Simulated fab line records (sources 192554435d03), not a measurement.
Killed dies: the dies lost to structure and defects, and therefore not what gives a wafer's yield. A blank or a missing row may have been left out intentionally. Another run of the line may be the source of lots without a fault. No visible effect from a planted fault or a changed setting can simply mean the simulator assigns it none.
What tool caused it? / flow n5 finfet / Sampling: 24 lots, 72 wafers, 6 of 1938 route steps

== WHAT THE GAUGES READ, wafer by wafer ==
N5_FIN_SAQP_CD_MEAS_27: the cd target is 20 nm. Usual: cd nm at 20.28 nm, with a standard deviation of 0.27.
lot=L074; measured=day 1 23:50; on=cd sem-03; cd nm (nm)=20.15 19.92 19.91; flag=
lot=L075; measured=day 2 06:19; on=cd sem-03; cd nm (nm)=20.43 20.32 20.28; flag=
lot=L076; measured=day 2 12:54; on=cd sem-02; cd nm (nm)=20.42 20.02 20.15; flag=
lot=L077; measured=day 2 18:08; on=cd sem-01; cd nm (nm)=20.53 20.34 20.21; flag=
lot=L078; measured=day 3 00:02; on=cd sem-02; cd nm (nm)=20.00 20.56 20.29; flag=
lot=L079; measured=day 3 05:28; on=cd sem-01; cd nm (nm)=20.03 20.29 20.51; flag=
lot=L080; measured=day 3 12:05; on=cd sem-03; cd nm (nm)=20.17 20.41 20.28; flag=
lot=L081; measured=day 3 17:34; on=cd sem-03; cd nm (nm)=20.33 20.43 20.30; flag=
lot=L082; measured=day 4 00:11; on=cd sem-03; cd nm (nm)=20.15 20.54 20.09; flag=
lot=L083; measured=day 4 07:37; on=cd sem-01; cd nm (nm)=20.32 19.80 20.10; flag=
lot=L084; measured=day 4 12:33; on=cd sem-02; cd nm (nm)=20.39 20.57 20.77; flag=
lot=L085; measured=day 4 18:20; on=cd sem-02; cd nm (nm)=20.21 19.51 20.58; flag=
lot=L086; measured=day 5 00:52; on=cd sem-03; cd nm (nm)=20.39 20.38 20.59; flag=
lot=L087; measured=day 5 11:54; on=cd sem-02; cd nm (nm)=19.94 20.23 20.22; flag=
lot=L088; measured=day 5 13:56; on=cd sem-03; cd nm (nm)=20.10 20.47 19.69; flag=
lot=L089; measured=day 5 18:55; on=cd sem-01; cd nm (nm)=20.47 20.05 20.47; flag=
lot=L090; measured=day 6 01:06; on=cd sem-01; cd nm (nm)=20.14 19.91 20.41; flag=
lot=L091; measured=day 6 05:44; on=cd sem-03; cd nm (nm)=20.80 20.09 20.18; flag=
lot=L092; measured=day 6 13:39; on=cd sem-01; cd nm (nm)=20.18 19.81 19.99; flag=
lot=L093; measured=day 6 18:08; on=cd sem-03; cd nm (nm)=20.60 20.26 20.89; flag=
lot=L094; measured=day 6 23:54; on=cd sem-01; cd nm (nm)=20.48 20.48 20.35; flag=
lot=L095; measured=day 7 06:40; on=cd sem-01; cd nm (nm)=20.24 20.17 20.08; flag=
lot=L096; measured=day 7 13:15; on=cd sem-01; cd nm (nm)=19.82 20.11 20.29; flag=
lot=L097; measured=day 7 17:59; on=cd sem-01; cd nm (nm)=20.06 20.38 19.90; flag=

N5_FIN_SAQP_OCD_MEAS_76. Usual: trench depth nm at 120.1 nm, with a standard deviation of 2.
lot=L074; measured=day 2 01:57; on=ocd-02; trench depth nm (nm)=119.9 119.4 119.6; flag=
lot=L075; measured=day 2 09:16; on=ocd-02; trench depth nm (nm)=117.9 118.7 115.4; flag=
lot=L076; measured=day 2 15:03; on=ocd-02; trench depth nm (nm)=119.3 123.3 120.2; flag=
lot=L077; measured=day 2 20:38; on=ocd-02; trench depth nm (nm)=118.0 117.3 117.7; flag=
lot=L078; measured=day 3 02:11; on=ocd-02; trench depth nm (nm)=119.4 119.3 119.6; flag=
lot=L079; measured=day 3 07:41; on=ocd-02; trench depth nm (nm)=120.9 121.8 123.2; flag=
lot=L080; measured=day 3 14:11; on=ocd-02; trench depth nm (nm)=120.6 124.7 124.8; flag=
lot=L081; measured=day 3 20:20; on=ocd-01; trench depth nm (nm)=120.6 123.9 121.5; flag=
lot=L082; measured=day 4 02:44; on=ocd-01; trench depth nm (nm)=121.2 120.1 120.2; flag=
lot=L083; measured=day 4 10:16; on=ocd-01; trench depth nm (nm)=119.4 123.4 120.3; flag=
lot=L084; measured=day 4 14:43; on=ocd-02; trench depth nm (nm)=121.8 122.9 123.9; flag=
lot=L085; measured=day 4 21:29; on=ocd-02; trench depth nm (nm)=116.1 119.0 115.9; flag=
lot=L086; measured=day 5 05:55; on=ocd-02; trench depth nm (nm)=119.3 122.8 121.3; flag=
lot=L087; measured=day 5 14:32; on=ocd-01; trench depth nm (nm)=118.2 121.1 120.2; flag=
lot=L088; measured=day 5 16:39; on=ocd-01; trench depth nm (nm)=123.1 121.2 119.8; flag=
lot=L089; measured=day 5 21:05; on=ocd-01; trench depth nm (nm)=120.1 121.2 122.5; flag=
lot=L090; measured=day 6 03:52; on=ocd-02; trench depth nm (nm)=117.9 118.5 118.4; flag=
lot=L091; measured=day 6 09:01; on=ocd-01; trench depth nm (nm)=123.5 119.7 120.4; flag=
lot=L092; measured=day 6 16:10; on=ocd-02; trench depth nm (nm)=119.4 117.4 120.6; flag=
lot=L093; measured=day 6 20:46; on=ocd-02; trench depth nm (nm)=120.9 120.4 120.4; flag=
lot=L094; measured=day 7 02:05; on=ocd-01; trench depth nm (nm)=117.8 119.6 119.6; flag=
lot=L095; measured=day 7 08:46; on=ocd-01; trench depth nm (nm)=122.8 117.2 118.6; flag=
lot=L096; measured=day 7 15:53; on=ocd-01; trench depth nm (nm)=119.4 120.7 117.7; flag=
lot=L097; measured=day 7 20:23; on=ocd-01; trench depth nm (nm)=123.4 119.3 118.4; flag=

== EACH LOT AND THE TOOL THAT RAN IT (in order: tool; ch and the chambers of the sampled wafers; start) ==
lot=L074; N5_ZERO_LAYER_STRIP_24=plasma asher-01 ch 0,1, day 1 13:02; N5_FIN_SAQP_HM_DEP_03=pecvd-04 ch 0,2, day 1 20:56; N5_FIN_SAQP_ETCH_65=rie si-06 ch 0,2,3, day 1 23:59; N5_FIN_SAQP_MANDREL_ETCH_58=rie si-06 ch 0,2,3, day 2 00:01
lot=L075; N5_ZERO_LAYER_STRIP_24=plasma asher-02 ch 0,1, day 1 18:53; N5_FIN_SAQP_HM_DEP_03=pecvd-04 ch 1,2, day 2 03:28; N5_FIN_SAQP_ETCH_65=rie si-02 ch 0,2,3, day 2 07:02; N5_FIN_SAQP_MANDREL_ETCH_58=rie si-02 ch 0,2,3, day 2 07:04
lot=L076; N5_ZERO_LAYER_STRIP_24=plasma asher-01 ch 0,1, day 2 01:13; N5_FIN_SAQP_HM_DEP_03=pecvd-03 ch 0,2, day 2 09:10; N5_FIN_SAQP_ETCH_65=rie si-03 ch 0,2,3, day 2 13:06; N5_FIN_SAQP_MANDREL_ETCH_58=rie si-03 ch 0,2,3, day 2 13:08
lot=L077; N5_ZERO_LAYER_STRIP_24=plasma asher-02 ch 0,1, day 2 06:58; N5_FIN_SAQP_HM_DEP_03=pecvd-02 ch 0,1, day 2 15:16; N5_FIN_SAQP_ETCH_65=rie si-03 ch 2,3, day 2 18:17; N5_FIN_SAQP_MANDREL_ETCH_58=rie si-03 ch 2,3, day 2 18:20
lot=L078; N5_ZERO_LAYER_STRIP_24=plasma asher-02 ch 0,1, day 2 12:53; N5_FIN_SAQP_HM_DEP_03=pecvd-03 ch 1,2, day 2 21:03; N5_FIN_SAQP_ETCH_65=rie si-06 ch 1,2,3, day 3 00:12; N5_FIN_SAQP_MANDREL_ETCH_58=rie si-06 ch 1,2,3, day 3 00:14
lot=L079; N5_ZERO_LAYER_STRIP_24=plasma asher-02 ch 0,1, day 2 18:55; N5_FIN_SAQP_HM_DEP_03=pecvd-03 ch 0,2, day 3 02:35; N5_FIN_SAQP_ETCH_65=rie si-03 ch 0,2,3, day 3 05:38; N5_FIN_SAQP_MANDREL_ETCH_58=rie si-03 ch 0,2,3, day 3 05:41
lot=L080; N5_ZERO_LAYER_STRIP_24=plasma asher-02 ch 0,1, day 3 01:02; N5_FIN_SAQP_HM_DEP_03=pecvd-03 ch 1,2, day 3 08:55; N5_FIN_SAQP_ETCH_65=rie si-02 ch 0,2, day 3 12:14; N5_FIN_SAQP_MANDREL_ETCH_58=rie si-02 ch 0,2, day 3 12:16
lot=L081; N5_ZERO_LAYER_STRIP_24=plasma asher-01 ch 0,1, day 3 07:02; N5_FIN_SAQP_HM_DEP_03=pecvd-04 ch 0,1,2, day 3 14:42; N5_FIN_SAQP_ETCH_65=rie si-06 ch 0,1,3, day 3 17:44; N5_FIN_SAQP_MANDREL_ETCH_58=rie si-06 ch 0,1,3, day 3 17:46
lot=L082; N5_ZERO_LAYER_STRIP_24=plasma asher-02 ch 0,1, day 3 12:55; N5_FIN_SAQP_HM_DEP_03=pecvd-04 ch 0,1, day 3 21:02; N5_FIN_SAQP_ETCH_65=rie si-06 ch 0,2, day 4 00:25; N5_FIN_SAQP_MANDREL_ETCH_58=rie si-06 ch 0,2, day 4 00:26
lot=L083; N5_ZERO_LAYER_STRIP_24=plasma asher-01 ch 0,1, day 3 20:12; N5_FIN_SAQP_HM_DEP_03=pecvd-02 ch 0,2, day 4 04:51; N5_FIN_SAQP_ETCH_65=rie si-03 ch 0,1, day 4 07:50; N5_FIN_SAQP_MANDREL_ETCH_58=rie si-03 ch 0,1, day 4 07:52
lot=L084; N5_ZERO_LAYER_STRIP_24=plasma asher-02 ch 0,1, day 4 01:08; N5_FIN_SAQP_HM_DEP_03=pecvd-04 ch 0,1, day 4 09:42; N5_FIN_SAQP_ETCH_65=rie si-02 ch 1,2,3, day 4 12:42; N5_FIN_SAQP_MANDREL_ETCH_58=rie si-02 ch 1,2,3, day 4 12:44
lot=L085; N5_ZERO_LAYER_STRIP_24=plasma asher-02 ch 0, day 4 07:01; N5_FIN_SAQP_HM_DEP_03=pecvd-03 ch 0,2, day 4 15:12; N5_FIN_SAQP_ETCH_65=rie si-02 ch 0,1,3, day 4 18:30; N5_FIN_SAQP_MANDREL_ETCH_58=rie si-02 ch 0,1,3, day 4 18:32
lot=L086; N5_ZERO_LAYER_STRIP_24=plasma asher-02 ch 0,1, day 4 13:03; N5_FIN_SAQP_HM_DEP_03=pecvd-03 ch 0,2, day 4 20:57; N5_FIN_SAQP_ETCH_65=rie si-02 ch 1,3, day 5 01:02; N5_FIN_SAQP_MANDREL_ETCH_58=rie si-02 ch 1,3, day 5 01:04
lot=L087; N5_ZERO_LAYER_STRIP_24=plasma asher-02 ch 0,1, day 4 18:54; N5_FIN_SAQP_HM_DEP_03=pecvd-02 ch 0,1,2, day 5 08:11; N5_FIN_SAQP_ETCH_65=rie si-06 ch 0,2,3, day 5 12:07; N5_FIN_SAQP_MANDREL_ETCH_58=rie si-06 ch 0,2,3, day 5 12:08
lot=L088; N5_ZERO_LAYER_STRIP_24=plasma asher-02 ch 0,1, day 5 00:57; N5_FIN_SAQP_HM_DEP_03=pecvd-02 ch 0,1, day 5 11:01; N5_FIN_SAQP_ETCH_65=rie si-06 ch 2,3, day 5 14:15; N5_FIN_SAQP_MANDREL_ETCH_58=rie si-06 ch 2,3, day 5 14:17
lot=L089; N5_ZERO_LAYER_STRIP_24=plasma asher-02 ch 0,1, day 5 06:55; N5_FIN_SAQP_HM_DEP_03=pecvd-03 ch 1,2, day 5 14:56; N5_FIN_SAQP_ETCH_65=rie si-06 ch 0,2,3, day 5 19:04; N5_FIN_SAQP_MANDREL_ETCH_58=rie si-06 ch 0,2,3, day 5 19:07
lot=L090; N5_ZERO_LAYER_STRIP_24=plasma asher-01 ch 0,1, day 5 12:53; N5_FIN_SAQP_HM_DEP_03=pecvd-03 ch 0,1, day 5 21:40; N5_FIN_SAQP_ETCH_65=rie si-06 ch 0,2, day 6 01:16; N5_FIN_SAQP_MANDREL_ETCH_58=rie si-06 ch 0,2, day 6 01:17
lot=L091; N5_ZERO_LAYER_STRIP_24=plasma asher-01 ch 0,1, day 5 18:53; N5_FIN_SAQP_HM_DEP_03=pecvd-02 ch 1,2, day 6 02:56; N5_FIN_SAQP_ETCH_65=rie si-03 ch 0,3, day 6 05:53; N5_FIN_SAQP_MANDREL_ETCH_58=rie si-03 ch 0,3, day 6 05:55
lot=L092; N5_ZERO_LAYER_STRIP_24=plasma asher-01 ch 0,1, day 6 01:01; N5_FIN_SAQP_HM_DEP_03=pecvd-04 ch 0,1, day 6 09:47; N5_FIN_SAQP_ETCH_65=rie si-03 ch 0,2,3, day 6 13:49; N5_FIN_SAQP_MANDREL_ETCH_58=rie si-03 ch 0,2,3, day 6 13:50
lot=L093; N5_ZERO_LAYER_STRIP_24=plasma asher-01 ch 0,1, day 6 07:01; N5_FIN_SAQP_HM_DEP_03=pecvd-04 ch 0,1, day 6 14:38; N5_FIN_SAQP_ETCH_65=rie si-03 ch 0,1,2, day 6 18:17; N5_FIN_SAQP_MANDREL_ETCH_58=rie si-03 ch 0,1,2, day 6 18:20
lot=L094; N5_ZERO_LAYER_STRIP_24=plasma asher-01 ch 0,1, day 6 13:01; N5_FIN_SAQP_HM_DEP_03=pecvd-03 ch 0,1,2, day 6 21:01; N5_FIN_SAQP_ETCH_65=rie si-06 ch 1,2,3, day 7 00:04; N5_FIN_SAQP_MANDREL_ETCH_58=rie si-06 ch 1,2,3, day 7 00:06
lot=L095; N5_ZERO_LAYER_STRIP_24=plasma asher-02 ch 0,1, day 6 18:55; N5_FIN_SAQP_HM_DEP_03=pecvd-02 ch 0,1,2, day 7 02:28; N5_FIN_SAQP_ETCH_65=rie si-06 ch 1,2,3, day 7 06:49; N5_FIN_SAQP_MANDREL_ETCH_58=rie si-06 ch 1,2,3, day 7 06:52
lot=L096; N5_ZERO_LAYER_STRIP_24=plasma asher-02 ch 0,1, day 7 01:26; N5_FIN_SAQP_HM_DEP_03=pecvd-04 ch 1,2, day 7 09:59; N5_FIN_SAQP_ETCH_65=rie si-02 ch 0,3, day 7 13:34; N5_FIN_SAQP_MANDREL_ETCH_58=rie si-02 ch 0,3, day 7 13:36
lot=L097; N5_ZERO_LAYER_STRIP_24=plasma asher-02 ch 0,1, day 7 07:01; N5_FIN_SAQP_HM_DEP_03=pecvd-03 ch 0,1, day 7 14:52; N5_FIN_SAQP_ETCH_65=rie si-02 ch 1,2,3, day 7 18:08; N5_FIN_SAQP_MANDREL_ETCH_58=rie si-02 ch 1,2,3, day 7 18:10
- N5_ZERO_LAYER_STRIP_24: strips in O2.
- N5_FIN_SAQP_HM_DEP_03: deposits SiNx from SiH4/NH3/N2, target thk 38 nm, time 33.6 s.
- N5_FIN_SAQP_ETCH_65: etches SiO2 in CF4, target depth 4 nm, time 4.4 s.
- N5_FIN_SAQP_MANDREL_ETCH_58: etches a-Si in HBr/Cl2, stops on SiNx, target depth 45 nm, bt time 10 s, time 27 s.

== WHAT THE TOOLS THEMSELVES READ (means of the sampled wafers that have a number; where no wafer has one, the mark that the record gives instead) ==
N5_ZERO_LAYER_STRIP_24. Usual: drypump motor current A 5.76 A, standard deviation 0.28; heater power w 333 W, standard deviation 14; oes product au 0.647 a.u., standard deviation 0.0045; strip time to endpoint s 43.89 s, standard deviation 0.092.
lot=L074; tool=plasma asher-01; drypump motor current A (A)=5.89; heater power w (W)=343; oes product au (a.u.)=0.650; strip time to endpoint s (s)=43.83; flag=
lot=L075; tool=plasma asher-02; drypump motor current A (A)=5.76; heater power w (W)=334; oes product au (a.u.)=0.649; strip time to endpoint s (s)=43.82; flag=
lot=L076; tool=plasma asher-01; drypump motor current A (A)=5.90; heater power w (W)=341; oes product au (a.u.)=0.642; strip time to endpoint s (s)=43.82; flag=
lot=L077; tool=plasma asher-02; drypump motor current A (A)=5.57; heater power w (W)=325; oes product au (a.u.)=0.650; strip time to endpoint s (s)=43.99; flag=
lot=L078; tool=plasma asher-02; drypump motor current A (A)=5.77; heater power w (W)=334; oes product au (a.u.)=0.649; strip time to endpoint s (s)=43.93; flag=
lot=L079; tool=plasma asher-02; drypump motor current A (A)=5.57; heater power w (W)=323; oes product au (a.u.)=0.645; strip time to endpoint s (s)=43.85; flag=
lot=L080; tool=plasma asher-02; drypump motor current A (A)=5.56; heater power w (W)=324; oes product au (a.u.)=0.646; strip time to endpoint s (s)=43.89; flag=
lot=L081; tool=plasma asher-01; drypump motor current A (A)=5.89; heater power w (W)=339; oes product au (a.u.)=0.648; strip time to endpoint s (s)=43.63; flag=
lot=L082; tool=plasma asher-02; drypump motor current A (A)=5.78; heater power w (W)=333; oes product au (a.u.)=0.646; strip time to endpoint s (s)=43.99; flag=
lot=L083; tool=plasma asher-01; drypump motor current A (A)=5.95; heater power w (W)=341; oes product au (a.u.)=0.647; strip time to endpoint s (s)=43.95; flag=
lot=L084; tool=plasma asher-02; drypump motor current A (A)=5.56; heater power w (W)=327; oes product au (a.u.)=0.647; strip time to endpoint s (s)=43.87; flag=
lot=L085; tool=plasma asher-02; drypump motor current A (A)=5.38; heater power w (W)=316; oes product au (a.u.)=0.646; strip time to endpoint s (s)=44.07; flag=
lot=L086; tool=plasma asher-02; drypump motor current A (A)=5.57; heater power w (W)=331; oes product au (a.u.)=0.648; strip time to endpoint s (s)=44.00; flag=
lot=L087; tool=plasma asher-02; drypump motor current A (A)=5.57; heater power w (W)=323; oes product au (a.u.)=0.647; strip time to endpoint s (s)=43.84; flag=
lot=L088; tool=plasma asher-02; drypump motor current A (A)=5.55; heater power w (W)=330; oes product au (a.u.)=0.646; strip time to endpoint s (s)=43.93; flag=
lot=L089; tool=plasma asher-02; drypump motor current A (A)=5.77; heater power w (W)=338; oes product au (a.u.)=0.649; strip time to endpoint s (s)=43.88; flag=
lot=L090; tool=plasma asher-01; drypump motor current A (A)=5.96; heater power w (W)=335; oes product au (a.u.)=0.647; strip time to endpoint s (s)=43.86; flag=
lot=L091; tool=plasma asher-01; drypump motor current A (A)=5.87; heater power w (W)=341; oes product au (a.u.)=0.648; strip time to endpoint s (s)=43.91; flag=
lot=L092; tool=plasma asher-01; drypump motor current A (A)=5.95; heater power w (W)=336; oes product au (a.u.)=0.645; strip time to endpoint s (s)=43.83; flag=
lot=L093; tool=plasma asher-01; drypump motor current A (A)=5.88; heater power w (W)=337; oes product au (a.u.)=0.649; strip time to endpoint s (s)=43.98; flag=
lot=L094; tool=plasma asher-01; drypump motor current A (A)=5.95; heater power w (W)=338; oes product au (a.u.)=0.650; strip time to endpoint s (s)=43.89; flag=
lot=L095; tool=plasma asher-02; drypump motor current A (A)=5.76; heater power w (W)=331; oes product au (a.u.)=0.642; strip time to endpoint s (s)=43.96; flag=
lot=L096; tool=plasma asher-02; drypump motor current A (A)=5.78; heater power w (W)=328; oes product au (a.u.)=0.650; strip time to endpoint s (s)=43.95; flag=
lot=L097; tool=plasma asher-02; drypump motor current A (A)=5.78; heater power w (W)=333; oes product au (a.u.)=0.646; strip time to endpoint s (s)=43.80; flag=

N5_FIN_SAQP_HM_DEP_03. Usual: heater power w 746 W, standard deviation 83; showerhead plenum p Torr 5.14 Torr, standard deviation 0.053; throttle valve pct 39.5 %, standard deviation 1.5.
lot=L074; tool=pecvd-04; heater power w (W)=769; showerhead plenum p Torr (Torr)=5.12; throttle valve pct (%)=40.4; flag=
lot=L075; tool=pecvd-04; heater power w (W)=708; showerhead plenum p Torr (Torr)=5.13; throttle valve pct (%)=40.2; flag=
lot=L076; tool=pecvd-03; heater power w (W)=737; showerhead plenum p Torr (Torr)=5.21; throttle valve pct (%)=38.9; flag=
lot=L077; tool=pecvd-02; heater power w (W)=715; showerhead plenum p Torr (Torr)=5.13; throttle valve pct (%)=38.2; flag=
lot=L078; tool=pecvd-03; heater power w (W)=658; showerhead plenum p Torr (Torr)=5.14; throttle valve pct (%)=41.5; flag=
lot=L079; tool=pecvd-03; heater power w (W)=744; showerhead plenum p Torr (Torr)=5.15; throttle valve pct (%)=38.5; flag=
lot=L080; tool=pecvd-03; heater power w (W)=698; showerhead plenum p Torr (Torr)=5.15; throttle valve pct (%)=41.5; flag=
lot=L081; tool=pecvd-04; heater power w (W)=791; showerhead plenum p Torr (Torr)=5.12; throttle valve pct (%)=39.8; flag=
lot=L082; tool=pecvd-04; heater power w (W)=753; showerhead plenum p Torr (Torr)=5.13; throttle valve pct (%)=39.2; flag=
lot=L083; tool=pecvd-02; heater power w (W)=774; showerhead plenum p Torr (Torr)=5.13; throttle valve pct (%)=37.9; flag=
lot=L084; tool=pecvd-04; heater power w (W)=794; showerhead plenum p Torr (Torr)=5.14; throttle valve pct (%)=39.3; flag=
lot=L085; tool=pecvd-03; heater power w (W)=716; showerhead plenum p Torr (Torr)=5.16; throttle valve pct (%)=38.7; flag=
lot=L086; tool=pecvd-03; heater power w (W)=667; showerhead plenum p Torr (Torr)=5.21; throttle valve pct (%)=39.1; flag=
lot=L087; tool=pecvd-02; heater power w (W)=773; showerhead plenum p Torr (Torr)=5.15; throttle valve pct (%)=37.9; flag=
lot=L088; tool=pecvd-02; heater power w (W)=703; showerhead plenum p Torr (Torr)=5.15; throttle valve pct (%)=38.1; flag=
lot=L089; tool=pecvd-03; heater power w (W)=666; showerhead plenum p Torr (Torr)=5.20; throttle valve pct (%)=40.7; flag=
lot=L090; tool=pecvd-03; heater power w (W)=730; showerhead plenum p Torr (Torr)=5.09; throttle valve pct (%)=40.9; flag=
lot=L091; tool=pecvd-02; heater power w (W)=842; showerhead plenum p Torr (Torr)=5.15; throttle valve pct (%)=37.8; flag=
lot=L092; tool=pecvd-04; heater power w (W)=780; showerhead plenum p Torr (Torr)=5.12; throttle valve pct (%)=39.9; flag=
lot=L093; tool=pecvd-04; heater power w (W)=796; showerhead plenum p Torr (Torr)=5.13; throttle valve pct (%)=39.7; flag=
lot=L094; tool=pecvd-03; heater power w (W)=724; showerhead plenum p Torr (Torr)=5.15; throttle valve pct (%)=40.1; flag=
lot=L095; tool=pecvd-02; heater power w (W)=756; showerhead plenum p Torr (Torr)=5.14; throttle valve pct (%)=38.1; flag=
lot=L096; tool=pecvd-04; heater power w (W)=739; showerhead plenum p Torr (Torr)=5.13; throttle valve pct (%)=40.3; flag=
lot=L097; tool=pecvd-03; heater power w (W)=684; showerhead plenum p Torr (Torr)=5.09; throttle valve pct (%)=41.0; flag=

N5_FIN_SAQP_ETCH_65. Usual: drypump motor current A 5.8 A, standard deviation 0.31; oes product au 0.997 a.u., standard deviation 0.024; throttle valve pct 21.74 %, standard deviation 0.17.
lot=L074; tool=rie si-06; drypump motor current A (A)=5.7; oes product au (a.u.)=0.990; throttle valve pct (%)=21.72; flag=
lot=L075; tool=rie si-02; drypump motor current A (A)=6.1; oes product au (a.u.)=0.990; throttle valve pct (%)=21.90; flag=
lot=L076; tool=rie si-03; drypump motor current A (A)=5.6; oes product au (a.u.)=1.019; throttle valve pct (%)=21.80; flag=
lot=L077; tool=rie si-03; drypump motor current A (A)=5.6; oes product au (a.u.)=1.036; throttle valve pct (%)=21.83; flag=
lot=L078; tool=rie si-06; drypump motor current A (A)=5.9; oes product au (a.u.)=1.006; throttle valve pct (%)=21.64; flag=
lot=L079; tool=rie si-03; drypump motor current A (A)=5.6; oes product au (a.u.)=1.015; throttle valve pct (%)=21.80; flag=
lot=L080; tool=rie si-02; drypump motor current A (A)=5.8; oes product au (a.u.)=1.022; throttle valve pct (%)=21.99; flag=
lot=L081; tool=rie si-06; drypump motor current A (A)=5.9; oes product au (a.u.)=1.005; throttle valve pct (%)=21.69; flag=
lot=L082; tool=rie si-06; drypump motor current A (A)=5.8; oes product au (a.u.)=0.988; throttle valve pct (%)=21.84; flag=
lot=L083; tool=rie si-03; drypump motor current A (A)=5.7; oes product au (a.u.)=0.986; throttle valve pct (%)=21.62; flag=
lot=L084; tool=rie si-02; drypump motor current A (A)=5.8; oes product au (a.u.)=0.983; throttle valve pct (%)=21.69; flag=
lot=L085; tool=rie si-02; drypump motor current A (A)=6.2; oes product au (a.u.)=0.964; throttle valve pct (%)=21.67; flag=
lot=L086; tool=rie si-02; drypump motor current A (A)=6.1; oes product au (a.u.)=0.964; throttle valve pct (%)=21.60; flag=
lot=L087; tool=rie si-06; drypump motor current A (A)=5.8; oes product au (a.u.)=0.985; throttle valve pct (%)=21.72; flag=
lot=L088; tool=rie si-06; drypump motor current A (A)=5.8; oes product au (a.u.)=0.997; throttle valve pct (%)=21.60; flag=
lot=L089; tool=rie si-06; drypump motor current A (A)=5.8; oes product au (a.u.)=0.986; throttle valve pct (%)=21.73; flag=
lot=L090; tool=rie si-06; drypump motor current A (A)=5.7; oes product au (a.u.)=0.988; throttle valve pct (%)=21.80; flag=
lot=L091; tool=rie si-03; drypump motor current A (A)=5.5; oes product au (a.u.)=1.030; throttle valve pct (%)=21.81; flag=
lot=L092; tool=rie si-03; drypump motor current A (A)=5.6; oes product au (a.u.)=1.017; throttle valve pct (%)=21.81; flag=
lot=L093; tool=rie si-03; drypump motor current A (A)=5.7; oes product au (a.u.)=1.003; throttle valve pct (%)=21.70; flag=
lot=L094; tool=rie si-06; drypump motor current A (A)=5.9; oes product au (a.u.)=0.994; throttle valve pct (%)=21.64; flag=
lot=L095; tool=rie si-06; drypump motor current A (A)=5.9; oes product au (a.u.)=0.993; throttle valve pct (%)=21.64; flag=
lot=L096; tool=rie si-02; drypump motor current A (A)=6.5; oes product au (a.u.)=0.979; throttle valve pct (%)=21.89; flag=
lot=L097; tool=rie si-02; drypump motor current A (A)=5.8; oes product au (a.u.)=0.978; throttle valve pct (%)=21.68; flag=

N5_FIN_SAQP_MANDREL_ETCH_58. Usual: drypump motor current A 5.8 A, standard deviation 0.31; oes product au 0.698 a.u., standard deviation 0.012; throttle valve pct 35.48 %, standard deviation 0.28.
lot=L074; tool=rie si-06; drypump motor current A (A)=5.8; oes product au (a.u.)=0.698; throttle valve pct (%)=35.40; flag=
lot=L075; tool=rie si-02; drypump motor current A (A)=6.1; oes product au (a.u.)=0.701; throttle valve pct (%)=35.74; flag=
lot=L076; tool=rie si-03; drypump motor current A (A)=5.6; oes product au (a.u.)=0.694; throttle valve pct (%)=35.66; flag=
lot=L077; tool=rie si-03; drypump motor current A (A)=5.6; oes product au (a.u.)=0.699; throttle valve pct (%)=35.74; flag=
lot=L078; tool=rie si-06; drypump motor current A (A)=5.9; oes product au (a.u.)=0.704; throttle valve pct (%)=35.32; flag=
lot=L079; tool=rie si-03; drypump motor current A (A)=5.6; oes product au (a.u.)=0.702; throttle valve pct (%)=35.65; flag=
lot=L080; tool=rie si-02; drypump motor current A (A)=5.8; oes product au (a.u.)=0.708; throttle valve pct (%)=35.85; flag=
lot=L081; tool=rie si-06; drypump motor current A (A)=6.0; oes product au (a.u.)=0.699; throttle valve pct (%)=35.23; flag=
lot=L082; tool=rie si-06; drypump motor current A (A)=5.7; oes product au (a.u.)=0.688; throttle valve pct (%)=35.42; flag=
lot=L083; tool=rie si-03; drypump motor current A (A)=5.7; oes product au (a.u.)=0.693; throttle valve pct (%)=35.41; flag=
lot=L084; tool=rie si-02; drypump motor current A (A)=5.8; oes product au (a.u.)=0.694; throttle valve pct (%)=35.38; flag=
lot=L085; tool=rie si-02; drypump motor current A (A)=6.2; oes product au (a.u.)=0.696; throttle valve pct (%)=35.45; flag=
lot=L086; tool=rie si-02; drypump motor current A (A)=6.0; oes product au (a.u.)=0.684; throttle valve pct (%)=35.27; flag=
lot=L087; tool=rie si-06; drypump motor current A (A)=5.8; oes product au (a.u.)=0.700; throttle valve pct (%)=35.40; flag=
lot=L088; tool=rie si-06; drypump motor current A (A)=5.8; oes product au (a.u.)=0.708; throttle valve pct (%)=35.37; flag=
lot=L089; tool=rie si-06; drypump motor current A (A)=5.8; oes product au (a.u.)=0.700; throttle valve pct (%)=35.39; flag=
lot=L090; tool=rie si-06; drypump motor current A (A)=5.7; oes product au (a.u.)=0.690; throttle valve pct (%)=35.51; flag=
lot=L091; tool=rie si-03; drypump motor current A (A)=5.5; oes product au (a.u.)=0.698; throttle valve pct (%)=35.66; flag=
lot=L092; tool=rie si-03; drypump motor current A (A)=5.6; oes product au (a.u.)=0.698; throttle valve pct (%)=35.67; flag=
lot=L093; tool=rie si-03; drypump motor current A (A)=5.7; oes product au (a.u.)=0.697; throttle valve pct (%)=35.54; flag=
lot=L094; tool=rie si-06; drypump motor current A (A)=5.9; oes product au (a.u.)=0.705; throttle valve pct (%)=35.31; flag=
lot=L095; tool=rie si-06; drypump motor current A (A)=5.9; oes product au (a.u.)=0.703; throttle valve pct (%)=35.32; flag=
lot=L096; tool=rie si-02; drypump motor current A (A)=6.5; oes product au (a.u.)=0.687; throttle valve pct (%)=35.83; flag=
lot=L097; tool=rie si-02; drypump motor current A (A)=5.8; oes product au (a.u.)=0.687; throttle valve pct (%)=35.40; flag=

== THE ANSWER, worked out from the rows above alone ==
Rule: lot off if the mean of its wafers having a number is beyond 3 standard deviations from the usual mean. A lot without any number at a reading at which 4 lots or more have one is off too. The other lots that the step has rows for count as sound. Order of review: gauges by route order, followed by the tools' own readings, for which a lot's mean as printed above is used. At the first step where some lot is off, the reading lying furthest off is the one used; lots without a number count as furthest.
No lot is off on any of the readings shown, so nothing can be concluded from this.

== WHAT THE SIMULATOR HAD PUT IN ==
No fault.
